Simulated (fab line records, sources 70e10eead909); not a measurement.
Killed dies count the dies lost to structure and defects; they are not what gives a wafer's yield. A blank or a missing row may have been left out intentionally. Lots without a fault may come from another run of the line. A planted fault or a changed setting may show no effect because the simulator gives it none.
Chamber matching || flow nand harc || 4 sister chambers for NHARC_A_CONTACT_ETCH_91 on rie diel-04
The step etches the open film in CH3F/O2, target depth 40 nm, time 85.7 s. 4 wafers are shown with their chamber, then 10 later ones without.

== WAFERS PAIRED WITH THEIR CHAMBERS ==
{"wafer": "L081.4", "chamber": 0, "showerhead plenum p Torr (Torr)": 2.51}
{"wafer": "L083.5", "chamber": 1, "showerhead plenum p Torr (Torr)": 2.41}
{"wafer": "L085.1", "chamber": 3, "showerhead plenum p Torr (Torr)": 2.52}
{"wafer": "L085.2", "chamber": 2, "showerhead plenum p Torr (Torr)": 2.61}

== WAFERS WITHOUT THEIR CHAMBER ==
{"wafer": "L085.3", "showerhead plenum p Torr (Torr)": 2.40}
{"wafer": "L089.3", "showerhead plenum p Torr (Torr)": 2.40}
{"wafer": "L089.5", "showerhead plenum p Torr (Torr)": 2.50}
{"wafer": "L089.6", "showerhead plenum p Torr (Torr)": 2.52}
{"wafer": "L093.1", "showerhead plenum p Torr (Torr)": 2.50}
{"wafer": "L093.3", "showerhead plenum p Torr (Torr)": 2.40}
{"wafer": "L093.5", "showerhead plenum p Torr (Torr)": 2.50}
{"wafer": "L092.3", "showerhead plenum p Torr (Torr)": 2.52}
{"wafer": "L092.5", "showerhead plenum p Torr (Torr)": 2.40}
{"wafer": "L092.6", "showerhead plenum p Torr (Torr)": 2.50}

== CHAMBER TAKEN BY EACH ==
{"wafer": "L085.3", "from the rows above": 1, "in truth": 1}
{"wafer": "L089.3", "from the rows above": 1, "in truth": 1}
{"wafer": "L089.5", "from the rows above": "can't be placed: 0 or 3", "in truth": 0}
{"wafer": "L089.6", "from the rows above": "can't be placed: 3 or 0", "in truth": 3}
{"wafer": "L093.1", "from the rows above": "can't be placed: 0 or 3", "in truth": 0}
{"wafer": "L093.3", "from the rows above": 1, "in truth": 1}
{"wafer": "L093.5", "from the rows above": "can't be placed: 0 or 3", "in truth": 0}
{"wafer": "L092.3", "from the rows above": "can't be placed: 3 or 0", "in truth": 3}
{"wafer": "L092.5", "from the rows above": 1, "in truth": 1}
{"wafer": "L092.6", "from the rows above": "can't be placed: 0 or 3", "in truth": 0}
Correct placement for 4 of the 10. Unplaceable from these rows: 6, with the true chamber sitting among the candidates in 6. Number placed wrongly: 0.
How it was worked out, from the rows above alone: a wafer's distance from a chamber is the root of the sum, over the readings, of the square of ((its reading less the chamber's mean) divided by the reading's scatter). If the next closest chamber is less than 2 further off than the closest, the wafer can't be placed; otherwise it belongs to the closest. Each chamber's mean is taken over the wafers shown for it. The scatter: root of mean squared gap, hidden wafer to nearest shown wafer, with one shown wafer a chamber.
